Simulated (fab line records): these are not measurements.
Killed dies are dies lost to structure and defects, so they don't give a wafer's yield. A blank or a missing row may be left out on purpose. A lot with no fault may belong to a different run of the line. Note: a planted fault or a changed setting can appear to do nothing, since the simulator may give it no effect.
Chamber matching || flow nand harc || 3 sister chambers for NHARC_THIN_TSV_DEP_47 on pecvd-03
The step deposits SiO2, target thk 200 nm. 6 wafers are shown with their chamber, then 7 later ones without.

WAFERS, EACH WITH ITS CHAMBER
{"wafer": "L619.5", "chamber": 2, "throttle valve pct (%)": 15.7}
{"wafer": "L623.1", "chamber": 2, "throttle valve pct (%)": 16.2}
{"wafer": "L622.3", "chamber": 0, "throttle valve pct (%)": 15.7}
{"wafer": "L622.4", "chamber": 1, "throttle valve pct (%)": 16.5}
{"wafer": "L627.2", "chamber": 1, "throttle valve pct (%)": 16.5}
{"wafer": "L627.3", "chamber": 0, "throttle valve pct (%)": 15.7}

WAFERS WITH NO CHAMBER GIVEN
{"wafer": "L627.5", "throttle valve pct (%)": 15.9}
{"wafer": "L629.1", "throttle valve pct (%)": 15.5}
{"wafer": "L629.2", "throttle valve pct (%)": 16.3}
{"wafer": "L629.6", "throttle valve pct (%)": 16.4}
{"wafer": "L631.2", "throttle valve pct (%)": 15.8}
{"wafer": "L631.3", "throttle valve pct (%)": 16.4}
{"wafer": "L631.6", "throttle valve pct (%)": 15.8}

CHAMBER TAKEN BY EACH
{"wafer": "L627.5", "from the rows above": "can't be placed: 2 or 0", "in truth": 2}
{"wafer": "L629.1", "from the rows above": "can't be placed: 0 or 2", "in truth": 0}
{"wafer": "L629.2", "from the rows above": "can't be placed: 1 or 2 or 0", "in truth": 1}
{"wafer": "L629.6", "from the rows above": "can't be placed: 1 or 2", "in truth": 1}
{"wafer": "L631.2", "from the rows above": "can't be placed: 0 or 2", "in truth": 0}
{"wafer": "L631.3", "from the rows above": "can't be placed: 1 or 2", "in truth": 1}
{"wafer": "L631.6", "from the rows above": "can't be placed: 0 or 2", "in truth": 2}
Correctly placed: 0 of 7. These rows do not allow placing 7 (true chamber among the candidates in 7). 0 placed wrongly.
How it was worked out, from the rows above alone: a wafer's distance from a chamber is the root of the sum, over the readings, of the square of ((its reading less the chamber's mean) divided by the reading's scatter). The wafer belongs to the nearest chamber; if the next one is less than 2 further off, it can't be placed. Each chamber's mean is taken over the wafers shown for it. How the scatter is found: for the shown wafers, subtract from each reading the mean of its chamber, square and add these, divide the total by (wafers less chambers), then take the root.
